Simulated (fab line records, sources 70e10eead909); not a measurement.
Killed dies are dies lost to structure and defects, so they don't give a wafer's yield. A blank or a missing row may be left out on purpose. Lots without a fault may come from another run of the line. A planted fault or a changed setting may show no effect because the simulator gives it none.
Which tool did it? | flow nand_harc | 12 lots, 36 wafers sampled, at 6 steps of a route of 1159

WHAT THE GAUGES READ, wafer by wafer
NHARC_P_GATE_CD_MEAS_59: target cd 720 nm.
lot  | measured     | on        | cd_nm (nm)
L348 | day 5 04:19  | cd_sem-01 | 718.9 718.4 723.1
L350 | day 5 21:01  | cd_sem-02 | 722.3 716.3 720.7
L356 | day 7 05:22  | cd_sem-01 | 721.7 718.2 716.3
L355 | day 7 05:38  | cd_sem-01 | 722.4 721.9 720.2
L354 | day 7 05:53  | cd_sem-03 | 720.3 722.5 721.8
L359 | day 7 22:34  | cd_sem-03 | 717.2 720.1 717.9
L361 | day 8 16:25  | cd_sem-03 | 723.4 719.4 722.1
L362 | day 8 22:37  | cd_sem-01 | 722.0 720.8 721.5
L365 | day 9 04:48  | cd_sem-01 | 721.6 723.6 721.8
L366 | day 9 19:01  | cd_sem-02 | 721.6 720.8 722.1
L368 | day 10 08:35 | cd_sem-01 | 717.4 719.5 716.5
L371 | day 10 19:23 | cd_sem-03 | 718.7 719.9 715.7

NHARC_P_GATE_INSPECT_68.
lot  | measured     | on                | raw_defect_count
L348 | day 5 10:39  | defect_inspect-01 | 155 254 208
L350 | day 6 01:56  | defect_inspect-01 | 101 185 176
L356 | day 7 10:01  | defect_inspect-01 | 185 220 318
L355 | day 7 10:37  | defect_inspect-01 | 121 115 226
L354 | day 7 11:23  | defect_inspect-02 | 92 150 127
L359 | day 8 03:17  | defect_inspect-01 | 152 299 238
L361 | day 8 22:29  | defect_inspect-01 | 150 81 132
L362 | day 9 03:55  | defect_inspect-01 | 146 201 101
L365 | day 9 09:38  | defect_inspect-02 | 482 517 569
L366 | day 10 00:05 | defect_inspect-02 | 659 524 613
L368 | day 10 13:52 | defect_inspect-01 | 131 198 221
L371 | day 11 00:15 | defect_inspect-01 | 217 203 158

NHARC_END_SORT_01.
lot  | measured     | on        | killed_at_array | killed_at_other | killed_at_periphery | killed_dies | killed_open | killed_short
L354 | day 21 09:24 | prober-02 | 39 44 34        | 0 0 0           | 2 1 1               | 41 45 35    | 1 4 5       | 2 3 2
L361 | day 22 03:44 | prober-01 | 15 29 9         | 0 0 0           | 1 3 2               | 16 32 11    | 1 3 3       | 1 2 1
L365 | day 23 15:55 | prober-01 | 32 49 36        | 1 0 0           | 48 49 42            | 81 98 78    | 6 5 3       | 1 0 1
L366 | day 23 23:44 | prober-01 | 33 41 33        | 0 0 0           | 44 54 45            | 77 95 78    | 2 4 2       | 1 2 4

WHICH TOOL RAN EACH LOT (tool, then ch and the chambers of the sampled wafers, then the start)
lot  | NHARC_P_GATE_STRIP_111               | NHARC_P_GATE_DESCUM_61             | NHARC_P_GATE_STRIP_113
L348 | plasma_asher-01 ch 0,1, day 5 03:05  | rie_diel-08 ch 2,3, day 5 04:29    | plasma_asher-02 ch 0, day 5 07:49
L350 | plasma_asher-01 ch 0,1, day 5 19:56  | rie_diel-08 ch 0,3, day 5 21:11    | plasma_asher-02 ch 0,1, day 5 23:38
L356 | plasma_asher-01 ch 0,1, day 7 04:22  | rie_diel-08 ch 0,1,3, day 7 05:34  | plasma_asher-01 ch 0,1, day 7 07:50
L355 | plasma_asher-02 ch 0,1, day 7 04:25  | rie_diel-08 ch 0,1,3, day 7 05:48  | plasma_asher-02 ch 0,1, day 7 08:05
L354 | plasma_asher-01 ch 0,1, day 7 04:42  | rie_diel-05 ch 0,1,3, day 7 06:06  | plasma_asher-02 ch 0,1, day 7 08:51
L359 | plasma_asher-01 ch 0,1, day 7 21:24  | rie_diel-08 ch 0,1,2, day 7 22:44  | plasma_asher-02 ch 0,1, day 8 00:48
L361 | plasma_asher-01 ch 0, day 8 15:11    | rie_diel-08 ch 0,1,2, day 8 16:36  | plasma_asher-01 ch 0, day 8 20:04
L362 | plasma_asher-01 ch 0,1, day 8 21:26  | rie_diel-05 ch 1,2,3, day 8 22:46  | plasma_asher-01 ch 0,1, day 9 01:22
L365 | plasma_asher-02 ch 0,1, day 9 03:37  | rie_diel-08 ch 0,1,2, day 9 04:58  | plasma_asher-02 ch 0,1, day 9 07:02
L366 | plasma_asher-01 ch 0,1, day 9 17:47  | rie_diel-07 ch 1,3, day 9 19:10    | plasma_asher-02 ch 0,1, day 9 21:33
L368 | plasma_asher-01 ch 0,1, day 10 07:29 | rie_diel-07 ch 1,2,3, day 10 08:47 | plasma_asher-01 ch 0,1, day 10 10:53
L371 | plasma_asher-02 ch 0,1, day 10 18:13 | rie_diel-08 ch 0,1,3, day 10 19:35 | plasma_asher-01 ch 0,1, day 10 22:05
- NHARC_P_GATE_STRIP_111: strips in N2/H2, time 250 s.
- NHARC_P_GATE_DESCUM_61: chemistry O2, time 3 s.
- NHARC_P_GATE_STRIP_113: strips in N2/H2, time 740 s.

WHAT THE TOOLS THEMSELVES READ (means of the sampled wafers that have a number; where no wafer has one, the mark that the record gives instead)
NHARC_P_GATE_STRIP_111.
lot  | tool            | drypump_motor_current_A (A) | heater_power_w (W)
L348 | plasma_asher-01 | 5.49                        | 93
L350 | plasma_asher-01 | 5.64                        | 87
L356 | plasma_asher-01 | 5.63                        | 86
L355 | plasma_asher-02 | 5.65                        | 91
L354 | plasma_asher-01 | 5.64                        | 85
L359 | plasma_asher-01 | 5.63                        | 86
L361 | plasma_asher-01 | 5.35                        | 90
L362 | plasma_asher-01 | 5.61                        | 88
L365 | plasma_asher-02 | 5.63                        | 92
L366 | plasma_asher-01 | 5.49                        | 89
L368 | plasma_asher-01 | 5.50                        | 88
L371 | plasma_asher-02 | 5.55                        | 93

NHARC_P_GATE_DESCUM_61.
lot  | tool        | drypump_motor_current_A (A) | oes_product_au (a.u.) | rf_vpp_V (V) | showerhead_plenum_p_Torr (Torr) | throttle_valve_pct (%)
L348 | rie_diel-08 | 5.5                         | 1.007                 | 57.9         | 1.85                            | 11.317
L350 | rie_diel-08 | 5.4                         | 1.005                 | 57.9         | 1.90                            | 11.314
L356 | rie_diel-08 | 5.8                         | 1.005                 | 56.8         | 1.87                            | 11.301
L355 | rie_diel-08 | 5.7                         | 1.013                 | 58.1         | 1.87                            | 11.310
L354 | rie_diel-05 | 5.5                         | 0.985                 | 58.5         | 2.00                            | 11.301
L359 | rie_diel-08 | 6.1                         | 1.007                 | 58.0         | 1.90                            | 11.313
L361 | rie_diel-08 | 6.1                         | 1.010                 | 57.4         | 1.90                            | 11.312
L362 | rie_diel-05 | 5.8                         | 1.010                 | 58.0         | 2.00                            | 11.314
L365 | rie_diel-08 | 6.0                         | 1.008                 | 58.2         | 1.90                            | 11.310
L366 | rie_diel-07 | 5.8                         | 1.002                 | 56.7         | 1.77                            | 11.318
L368 | rie_diel-07 | 5.6                         | 0.994                 | 58.2         | 1.83                            | 11.309
L371 | rie_diel-08 | 5.8                         | 1.000                 | 57.1         | 1.87                            | 11.311

NHARC_P_GATE_STRIP_113.
lot  | tool            | drypump_motor_current_A (A) | heater_power_w (W)
L348 | plasma_asher-02 | 5.43                        | 87
L350 | plasma_asher-02 | 5.53                        | 89
L356 | plasma_asher-01 | 5.46                        | 89
L355 | plasma_asher-02 | 5.63                        | 91
L354 | plasma_asher-02 | 5.63                        | 92
L359 | plasma_asher-02 | 5.53                        | 89
L361 | plasma_asher-01 | 5.38                        | 91
L362 | plasma_asher-01 | 5.64                        | 86
L365 | plasma_asher-02 | 5.63                        | 93
L366 | plasma_asher-02 | 5.62                        | 92
L368 | plasma_asher-01 | 5.49                        | 90
L371 | plasma_asher-01 | 5.62                        | 87

THE ANSWER, worked out from the rows above alone
Rule: what is usual is taken from the lots themselves. Put in order of their means at a reading, lots are off if they are a third of the lots or fewer, leave a main group of 4 or more, and stand apart from it by a gap of 3 or more times the standard deviation of the main group's means; of several such gaps the widest counts. A main group whose means are all the same, to the digits that the tables above print for the reading, isn't used. A lot without any number at a reading at which 4 lots or more have one is off too. The other lots that the step has rows for count as sound. The gauges are gone through in route order, then the tools' own readings, and for those a lot's mean is taken as printed above. The first step at which some lot is off is used, and at that step the reading that is off furthest; a lot without a number counts as furthest.
Off: L365, L366, at NHARC_P_GATE_INSPECT_68 (raw_defect_count). The main group: mean 175, standard deviation 40.
A tool fits if, at a process step before that reading, it ran every lot that is off, and no sound lot after the first of them. The gauges at NHARC_P_GATE_INSPECT_68 are tried like those tools. Can't be told from this: 2 tools fit, plasma_asher-02 at NHARC_P_GATE_STRIP_113, defect_inspect-02 at NHARC_P_GATE_INSPECT_68.

WHAT THE SIMULATOR HAD PUT IN
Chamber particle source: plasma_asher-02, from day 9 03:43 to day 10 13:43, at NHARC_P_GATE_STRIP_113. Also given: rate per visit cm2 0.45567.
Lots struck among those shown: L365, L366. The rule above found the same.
